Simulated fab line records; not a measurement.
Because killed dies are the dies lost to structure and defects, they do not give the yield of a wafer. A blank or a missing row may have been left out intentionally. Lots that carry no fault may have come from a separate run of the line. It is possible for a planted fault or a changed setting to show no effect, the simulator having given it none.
Which tool is to blame? / flow n5_finfet / 27 wafers from 9 lots sampled at 6 of the route's 1938 steps

## WHAT THE GAUGES SHOWED, per wafer
N5_WELL_APT_OVL_MEAS_26. Usual: for PWELL_OVL the level is -3 nm and the standard deviation is 5.9.
lot=L474; measured=day 1 17:12; on=overlay-02; PWELL_OVL (nm)=3 -2 6; flag=
lot=L475; measured=day 1 21:25; on=overlay-01; PWELL_OVL (nm)=-12 -5 -2; flag=
lot=L477; measured=day 2 09:48; on=overlay-01; PWELL_OVL (nm)=-8 0 6; flag=
lot=L480; measured=day 3 02:59; on=overlay-02; PWELL_OVL (nm)=3 -3 4; flag=
lot=L481; measured=day 3 09:04; on=overlay-01; PWELL_OVL (nm)=-2 -6 2; flag=
lot=L486; measured=day 4 15:10; on=overlay-01; PWELL_OVL (nm)=-9 -7 -8; flag=
lot=L493; measured=day 6 09:08; on=overlay-01; PWELL_OVL (nm)=-8 -8 -11; flag=
lot=L494; measured=day 6 15:25; on=overlay-01; PWELL_OVL (nm)=-5 6 -9; flag=
lot=L495; measured=day 6 20:53; on=overlay-01; PWELL_OVL (nm)=-4 -10 -2; flag=

N5_PMOS_HMC_CHANNEL_EPI_OVL_MEAS_10. Usual: for PMOS_HMC_BLK_OVL the level is 0.1 nm and the standard deviation is 0.76.
lot=L474; measured=day 1 19:40; on=overlay-02; PMOS_HMC_BLK_OVL (nm)=0.7 0.2 1.2; flag=
lot=L475; measured=day 2 01:20; on=overlay-01; PMOS_HMC_BLK_OVL (nm)=-0.4 -1.1 0.8; flag=
lot=L477; measured=day 2 12:12; on=overlay-02; PMOS_HMC_BLK_OVL (nm)=0.2 -0.6 0.9; flag=
lot=L480; measured=day 3 05:03; on=overlay-01; PMOS_HMC_BLK_OVL (nm)=1.2 1.2 0.7; flag=
lot=L481; measured=day 3 11:29; on=overlay-02; PMOS_HMC_BLK_OVL (nm)=0.0 -0.3 0.1; flag=
lot=L486; measured=day 4 17:30; on=overlay-01; PMOS_HMC_BLK_OVL (nm)=0.6 -0.3 0.2; flag=
lot=L493; measured=day 6 16:32; on=overlay-02; PMOS_HMC_BLK_OVL (nm)=47.2 47.4 49.1; flag=OFF
lot=L494; measured=day 6 18:23; on=overlay-01; PMOS_HMC_BLK_OVL (nm)=0.0 -0.7 -1.1; flag=
lot=L495; measured=day 6 23:50; on=overlay-01; PMOS_HMC_BLK_OVL (nm)=47.1 46.8 46.3; flag=OFF

N5_BEOL_M4_RC_MEAS_101. Usual: DIBL_N 35.9 mV/V, standard deviation 1.4; DIBL_P 35.9 mV/V, standard deviation 1.7; IOFF_N 0.155 nA/um, standard deviation 0.023; IOFF_P 0.201 nA/um, standard deviation 0.029; ION_N 672 uA/um, standard deviation 8.8; ION_P 460 uA/um, standard deviation 7; SS_N 71.6 mV/dec, standard deviation 0.48; SS_P 73.1 mV/dec, standard deviation 0.64; VT_N 250.0 mV, standard deviation 3; VT_P -251.6 mV, standard deviation 3.
lot=L474; measured=day 8 02:14; on=prober-02; DIBL_N (mV/V)=34.6 38.2 37.1; DIBL_P (mV/V)=35.1 38.6 37.4; IOFF_N (nA/um)=0.131 0.191 0.174; IOFF_P (nA/um)=0.195 0.252 0.229; ION_N (uA/um)=667 680 672; ION_P (uA/um)=460 464 459; SS_N (mV/dec)=71.7 72.2 71.7; SS_P (mV/dec)=73.3 74.6 74.0; VT_N (mV)=250.4 245.9 247.3; VT_P (mV)=-252.1 -250.6 -249.8; flag=
lot=L475; measured=day 8 04:57; on=prober-02; DIBL_N (mV/V)=34.9 34.1 35.3; DIBL_P (mV/V)=33.6 33.5 35.0; IOFF_N (nA/um)=0.130 0.120 0.145; IOFF_P (nA/um)=0.184 0.181 0.213; ION_N (uA/um)=652 660 664; ION_P (uA/um)=452 455 463; SS_N (mV/dec)=71.9 71.0 71.7; SS_P (mV/dec)=72.2 72.6 72.7; VT_N (mV)=256.1 254.3 251.9; VT_P (mV)=-249.7 -250.7 -250.3; flag=
lot=L477; measured=day 9 02:19; on=prober-02; DIBL_N (mV/V)=36.2 37.7 35.9; DIBL_P (mV/V)=35.5 36.6 35.5; IOFF_N (nA/um)=0.143 0.163 0.145; IOFF_P (nA/um)=0.188 0.202 0.190; ION_N (uA/um)=669 666 674; ION_P (uA/um)=458 456 462; SS_N (mV/dec)=71.7 72.1 71.3; SS_P (mV/dec)=72.4 73.5 72.6; VT_N (mV)=251.5 251.0 250.1; VT_P (mV)=-255.1 -252.9 -252.0; flag=
lot=L480; measured=day 9 10:04; on=prober-01; DIBL_N (mV/V)=34.1 35.3 36.0; DIBL_P (mV/V)=35.0 36.8 37.7; IOFF_N (nA/um)=0.128 0.150 0.161; IOFF_P (nA/um)=0.162 0.179 0.186; ION_N (uA/um)=660 674 676; ION_P (uA/um)=452 457 460; SS_N (mV/dec)=71.6 71.1 72.0; SS_P (mV/dec)=72.4 73.4 73.6; VT_N (mV)=252.3 249.7 251.4; VT_P (mV)=-254.1 -254.3 -253.0; flag=
lot=L481; measured=day 10 00:45; on=prober-02; DIBL_N (mV/V)=33.8 35.1 34.4; DIBL_P (mV/V)=33.6 34.5 34.1; IOFF_N (nA/um)=0.126 0.141 0.131; IOFF_P (nA/um)=0.147 0.155 0.148; ION_N (uA/um)=669 669 665; ION_P (uA/um)=453 443 448; SS_N (mV/dec)=70.9 71.8 70.8; SS_P (mV/dec)=72.7 72.7 72.1; VT_N (mV)=251.1 251.5 252.5; VT_P (mV)=-256.9 -256.8 -256.1; flag=
lot=L486; measured=day 11 05:29; on=prober-02; DIBL_N (mV/V)=36.2 35.2 37.1; DIBL_P (mV/V)=34.6 33.5 35.2; IOFF_N (nA/um)=0.138 0.123 0.146; IOFF_P (nA/um)=0.180 0.166 0.188; ION_N (uA/um)=671 666 672; ION_P (uA/um)=461 453 462; SS_N (mV/dec)=70.9 70.5 71.4; SS_P (mV/dec)=72.2 72.1 72.7; VT_N (mV)=249.2 253.1 251.4; VT_P (mV)=-253.5 -256.0 -252.9; flag=
lot=L493; measured=day 12 22:56; on=prober-01; DIBL_N (mV/V)=36.6 36.3 35.4; DIBL_P (mV/V)=37.5 37.9 36.6; IOFF_N (nA/um)=0.168 0.170 0.149; IOFF_P (nA/um)=0.213 0.217 0.199; ION_N (uA/um)=682 676 668; ION_P (uA/um)=461 460 461; SS_N (mV/dec)=72.3 72.0 72.8; SS_P (mV/dec)=73.8 74.1 73.7; VT_N (mV)=248.7 248.1 250.8; VT_P (mV)=-250.7 -251.7 -250.6; flag=
lot=L494; measured=day 12 22:28; on=prober-02; DIBL_N (mV/V)=39.1 38.5 37.6; DIBL_P (mV/V)=39.8 39.4 38.0; IOFF_N (nA/um)=0.211 0.195 0.187; IOFF_P (nA/um)=0.260 0.250 0.231; ION_N (uA/um)=682 685 686; ION_P (uA/um)=462 464 469; SS_N (mV/dec)=72.3 72.4 71.8; SS_P (mV/dec)=74.4 73.7 73.0; VT_N (mV)=243.3 248.6 243.6; VT_P (mV)=-250.6 -249.5 -249.3; flag=
lot=L495; measured=day 13 16:23; on=prober-01; DIBL_N (mV/V)=35.4 36.3 37.0; DIBL_P (mV/V)=36.7 38.7 39.4; IOFF_N (nA/um)=0.188 0.205 0.231; IOFF_P (nA/um)=0.220 0.250 0.267; ION_N (uA/um)=688 680 676; ION_P (uA/um)=469 465 462; SS_N (mV/dec)=71.3 71.7 72.3; SS_P (mV/dec)=73.3 73.7 74.4; VT_N (mV)=243.8 244.3 243.5; VT_P (mV)=-248.9 -249.2 -249.4; flag=

## TOOL THAT RAN EACH LOT (tool first, then ch and the chambers of the sampled wafers, then the start)
lot=L474; N5_ZERO_LAYER_ETCH_17=rie_diel-03 ch 0,2, day 1 12:50; N5_PMOS_HMC_CHANNEL_EPI_EXPOSE_06=arfi_scanner-01 ch 0, day 1 19:32; N5_FIN_SAQP_PECVD_48=pecvd-03 ch 0,1, day 1 23:19
lot=L475; N5_ZERO_LAYER_ETCH_17=rie_diel-03 ch 0,1, day 1 18:59; N5_PMOS_HMC_CHANNEL_EPI_EXPOSE_06=arfi_scanner-01 ch 0, day 2 01:11; N5_FIN_SAQP_PECVD_48=pecvd-03 ch 0,1, day 2 04:53
lot=L477; N5_ZERO_LAYER_ETCH_17=rie_diel-04 ch 2,3, day 2 07:17; N5_PMOS_HMC_CHANNEL_EPI_EXPOSE_06=arfi_scanner-03 ch 0, day 2 12:02; N5_FIN_SAQP_PECVD_48=pecvd-04 ch 0,1, day 2 16:09
lot=L480; N5_ZERO_LAYER_ETCH_17=rie_diel-03 ch 2,3, day 3 00:44; N5_PMOS_HMC_CHANNEL_EPI_EXPOSE_06=arfi_scanner-01 ch 0, day 3 04:53; N5_FIN_SAQP_PECVD_48=pecvd-02 ch 0,1, day 3 10:20
lot=L481; N5_ZERO_LAYER_ETCH_17=rie_diel-04 ch 0,1,2, day 3 06:54; N5_PMOS_HMC_CHANNEL_EPI_EXPOSE_06=arfi_scanner-03 ch 0, day 3 11:19; N5_FIN_SAQP_PECVD_48=pecvd-03 ch 0,1,2, day 3 15:36
lot=L486; N5_ZERO_LAYER_ETCH_17=rie_diel-04 ch 1,2,3, day 4 12:50; N5_PMOS_HMC_CHANNEL_EPI_EXPOSE_06=arfi_scanner-03 ch 0, day 4 17:20; N5_FIN_SAQP_PECVD_48=pecvd-03 ch 0,1,2, day 4 21:32
lot=L493; N5_ZERO_LAYER_ETCH_17=rie_diel-04 ch 0,3, day 6 07:01; N5_PMOS_HMC_CHANNEL_EPI_EXPOSE_06=arfi_scanner-03 ch 0, day 6 16:23; N5_FIN_SAQP_PECVD_48=pecvd-03 ch 0,1,2, day 6 21:25
lot=L494; N5_ZERO_LAYER_ETCH_17=rie_diel-04 ch 0,1, day 6 13:17; N5_PMOS_HMC_CHANNEL_EPI_EXPOSE_06=arfi_scanner-02 ch 0, day 6 18:14; N5_FIN_SAQP_PECVD_48=pecvd-02 ch 0,1,2, day 6 22:17
lot=L495; N5_ZERO_LAYER_ETCH_17=rie_diel-01 ch 0,2,3, day 6 18:43; N5_PMOS_HMC_CHANNEL_EPI_EXPOSE_06=arfi_scanner-03 ch 0, day 6 23:41; N5_FIN_SAQP_PECVD_48=pecvd-02 ch 0,1, day 7 04:41
- N5_ZERO_LAYER_ETCH_17: etches SiO2 in CF4, target depth 12 nm, time 13.3 s.
- N5_PMOS_HMC_CHANNEL_EPI_EXPOSE_06: exposes mask PMOS HMC BLK, target cd 240 nm.
- N5_FIN_SAQP_PECVD_48: deposits SiNx from SiH4/NH3/N2, target thk 25 nm, time 22.1 s.

## WHAT THE TOOLS THEMSELVES READ (means of the sampled wafers that have a number; where no wafer has one, the mark that the record gives instead)
N5_ZERO_LAYER_ETCH_17. Usual: chamber_pressure_mTorr 40.01 mTorr, standard deviation 0.033; drypump_motor_current_A 5.8 A, standard deviation 0.55; oes_product_au 0.74 a.u., standard deviation 0.052; rf_vpp_V 948 V, standard deviation 5; showerhead_plenum_p_Torr 2.14 Torr, standard deviation 0.079; throttle_valve_pct 15.71 %, standard deviation 0.16.
lot=L474; tool=rie_diel-03; chamber_pressure_mTorr (mTorr)=39.99; drypump_motor_current_A (A)=5.2; oes_product_au (a.u.)=0.78; rf_vpp_V (V)=946; showerhead_plenum_p_Torr (Torr)=2.10; throttle_valve_pct (%)=15.55; flag=
lot=L475; tool=rie_diel-03; chamber_pressure_mTorr (mTorr)=40.03; drypump_motor_current_A (A)=5.8; oes_product_au (a.u.)=0.77; rf_vpp_V (V)=952; showerhead_plenum_p_Torr (Torr)=2.18; throttle_valve_pct (%)=15.61; flag=
lot=L477; tool=rie_diel-04; chamber_pressure_mTorr (mTorr)=40.03; drypump_motor_current_A (A)=6.3; oes_product_au (a.u.)=0.72; rf_vpp_V (V)=946; showerhead_plenum_p_Torr (Torr)=2.10; throttle_valve_pct (%)=15.68; flag=
lot=L480; tool=rie_diel-03; chamber_pressure_mTorr (mTorr)=40.00; drypump_motor_current_A (A)=6.1; oes_product_au (a.u.)=0.71; rf_vpp_V (V)=943; showerhead_plenum_p_Torr (Torr)=2.07; throttle_valve_pct (%)=15.72; flag=
lot=L481; tool=rie_diel-04; chamber_pressure_mTorr (mTorr)=40.02; drypump_motor_current_A (A)=5.6; oes_product_au (a.u.)=0.73; rf_vpp_V (V)=952; showerhead_plenum_p_Torr (Torr)=2.19; throttle_valve_pct (%)=15.80; flag=
lot=L486; tool=rie_diel-04; chamber_pressure_mTorr (mTorr)=39.99; drypump_motor_current_A (A)=6.1; oes_product_au (a.u.)=0.71; rf_vpp_V (V)=947; showerhead_plenum_p_Torr (Torr)=2.12; throttle_valve_pct (%)=15.75; flag=
lot=L493; tool=rie_diel-04; chamber_pressure_mTorr (mTorr)=40.00; drypump_motor_current_A (A)=6.3; oes_product_au (a.u.)=0.74; rf_vpp_V (V)=946; showerhead_plenum_p_Torr (Torr)=2.11; throttle_valve_pct (%)=15.62; flag=
lot=L494; tool=rie_diel-04; chamber_pressure_mTorr (mTorr)=40.04; drypump_motor_current_A (A)=5.4; oes_product_au (a.u.)=0.75; rf_vpp_V (V)=954; showerhead_plenum_p_Torr (Torr)=2.22; throttle_valve_pct (%)=15.84; flag=
lot=L495; tool=rie_diel-01; chamber_pressure_mTorr (mTorr)=39.99; drypump_motor_current_A (A)=6.2; oes_product_au (a.u.)=0.82; rf_vpp_V (V)=949; showerhead_plenum_p_Torr (Torr)=2.15; throttle_valve_pct (%)=15.59; flag=

N5_FIN_SAQP_PECVD_48. Usual: heater_power_w 797 W, standard deviation 140; showerhead_plenum_p_Torr 5.15 Torr, standard deviation 0.036; throttle_valve_pct 39.8 %, standard deviation 2.7.
lot=L474; tool=pecvd-03; heater_power_w (W)=590; showerhead_plenum_p_Torr (Torr)=5.14; throttle_valve_pct (%)=43.3; flag=
lot=L475; tool=pecvd-03; heater_power_w (W)=621; showerhead_plenum_p_Torr (Torr)=5.15; throttle_valve_pct (%)=43.8; flag=
lot=L477; tool=pecvd-04; heater_power_w (W)=995; showerhead_plenum_p_Torr (Torr)=5.12; throttle_valve_pct (%)=37.7; flag=
lot=L480; tool=pecvd-02; heater_power_w (W)=739; showerhead_plenum_p_Torr (Torr)=5.15; throttle_valve_pct (%)=39.2; flag=
lot=L481; tool=pecvd-03; heater_power_w (W)=736; showerhead_plenum_p_Torr (Torr)=5.15; throttle_valve_pct (%)=42.2; flag=
lot=L486; tool=pecvd-03; heater_power_w (W)=743; showerhead_plenum_p_Torr (Torr)=5.15; throttle_valve_pct (%)=42.2; flag=
lot=L493; tool=pecvd-03; heater_power_w (W)=775; showerhead_plenum_p_Torr (Torr)=5.14; throttle_valve_pct (%)=42.3; flag=
lot=L494; tool=pecvd-02; heater_power_w (W)=757; showerhead_plenum_p_Torr (Torr)=5.15; throttle_valve_pct (%)=38.4; flag=
lot=L495; tool=pecvd-02; heater_power_w (W)=851; showerhead_plenum_p_Torr (Torr)=5.16; throttle_valve_pct (%)=39.5; flag=

## THE ANSWER, worked out from the rows above alone
Rule: take the mean of a lot's wafers that have a number; if it is more than 3 standard deviations from the usual mean, the lot is off. Also off: a lot with no number at a reading for which 4 or more lots have one. Any other lot the step has rows for is counted as sound. Order of review: gauges by route order, followed by the tools' own readings, for which a lot's mean as printed above is used. The first step at which some lot is off is used, and at that step the reading that is off furthest; a lot without a number counts as furthest.
Off: L493, L495, at N5_PMOS_HMC_CHANNEL_EPI_OVL_MEAS_10 (PMOS_HMC_BLK_OVL).
If a tool, at a process step before that reading, ran all the lots that are off and no sound lot after the first of them, it fits. Those tools and the gauges at N5_PMOS_HMC_CHANNEL_EPI_OVL_MEAS_10 are tried in the same way. One fits: arfi_scanner-03 at N5_PMOS_HMC_CHANNEL_EPI_EXPOSE_06. Its last sound lot is L486 (day 4 17:20), its first lot that is off L493 (day 6 16:23): a fault that began between those two fits.

## WHAT HAD BEEN PUT IN BY THE SIMULATOR
Scanner matching overlay: arfi_scanner-03, from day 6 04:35 on, at N5_PMOS_HMC_CHANNEL_EPI_EXPOSE_06. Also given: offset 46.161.
Shown lots that were struck: L493, L495. The rule above reached the same finding.
